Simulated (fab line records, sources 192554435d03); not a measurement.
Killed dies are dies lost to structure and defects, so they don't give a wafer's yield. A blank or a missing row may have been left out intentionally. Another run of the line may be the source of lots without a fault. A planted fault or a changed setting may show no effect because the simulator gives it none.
fab line records	flow n5-finfet
record: lots: 7	wafers: 39
route steps=1938 shown MOL_CONTACT_COAG@610
start-h: the number of hours between the record's first day and the start of the first shown wafer of the lot	wait-h: hours from the lot's prior step to this one	" same as the row above	L1.1+2: several wafers, shown together as one row	- no value present, or no start provided	* or withheld: withheld	< > ~ a bound
route shown NAME@n: a module of which the file shows steps, and the number in the route of the first	usual: mean/standard deviation of fault-free wafers	same: alike in all rows	chamber/n: place in a boat	sites: per-site readings	_std_site: the standard deviation of these	_edge_site: mean of outer sites minus mean of inner sites	radius-mm: how far each site lies from the wafer's centre	mask NAME#n: copy n	behind: the most recent tool/chamber to have shaped the wafer	hold: reason for holding the lot/hours on hold/outcome of the hold	device: whichever transistor did not switch (one of n, p or np)	end of line: the route-end tests of the same wafers	a step with no rows: only its recipe	killed: the dies lost at the first sort to structure and to defects; this is not the yield of the wafer	map: shows each die of a wafer: x if killed, . if not, _ if none is there
set.NAME: the setting that was run; set.NAME@STEP: the one run at that earlier step	model.NAME: the simulator's own value behind a step, which no gauge read
lots where settings were altered on purpose, with a table for each step and a row for each wafer
== steps ==
step: N5_MOL_CONTACT_COAG_ETCH_67
recipe: chemistry: N2/H2	target: SOC	target-depth-a: 600	overetch-a: 210	mask-material: SiARC	temp-c: 40	time-s: 101.2	ion-energy-ev: 200	pressure-mtorr: 30	source-w: 840	bias-w: 150	n2-flow-sccm: 200	h2-flow-sccm: 200
usual: rf-vpp-V: 523.7/2.7
lot.wafer	tool	chamber	start-h	wait-h	set.source-w	rf-vpp-V
L075.1	rie-diel-04	1	109.84	0.0	840	522.9
L075.2	"	2	"	"	895.7	509.3
L075.3	"	0	"	"	895.7	508.8
L075.4	"	3	"	"	840	525.9
L075.5	"	0	"	"	840	519.5
L075.6	"	1	"	"	895.7	513.2
L077.2	rie-diel-03	1	135.69	0.0	840	524.2
L077.3	"	3	"	"	840	519.2
L077.5	"	3	"	"	840	520.4
L082.1	rie-diel-03	2	151.65	0.0	840	524.3
L082.2	"	1	"	"	935.9	506.6
L082.3	"	0	"	"	840	523.5
L082.4	"	3	"	"	935.9	500.7
L082.5	"	0	"	"	935.9	505.1
L082.6	"	3	"	"	840	520.1
L085.1	rie-diel-02	0	168.02	0.0	840	520.1
L085.2	"	3	"	"	776.4	536.5
L085.3	"	2	"	"	776.4	541.0
L085.4	"	1	"	"	776.4	540.7
L085.5	"	2	"	"	840	525.2
L085.6	"	1	"	"	840	525.8
L090.1	rie-diel-04	0	204.42	0.0	784.6	540.4
L090.2	"	1	"	"	840	522.3
L090.3	"	3	"	"	840	523.9
L090.4	"	2	"	"	840	518.4
L090.5	"	0	"	"	784.6	540.8
L090.6	"	1	"	"	784.6	534.4
L093.1	rie-diel-04	3	219.33	0.0	840	525.3
L093.2	"	1	"	"	982.9	496.4
L093.3	"	2	"	"	982.9	493.1
L093.4	"	0	"	"	840	527.8
L093.5	"	1	"	"	840	522.1
L093.6	"	2	"	"	982.9	493.8
L094.1	rie-diel-02	2	220.42	0.0	840	524.5
L094.2	"	3	"	"	840	523.0
L094.3	"	0	"	"	840	519.4
L094.4	"	1	"	"	840	526.4
L094.5	"	0	"	"	840	518.8
L094.6	"	3	"	"	840	522.7
== key ==
split: step: N5_MOL_CONTACT_COAG_ETCH_67	setting: source-w	stated: 840	by: wafer
response: step: N5_MOL_CONTACT_COAG_ETCH_67	reading: rf-vpp-V	change: -1.85	per: 1%	r: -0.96
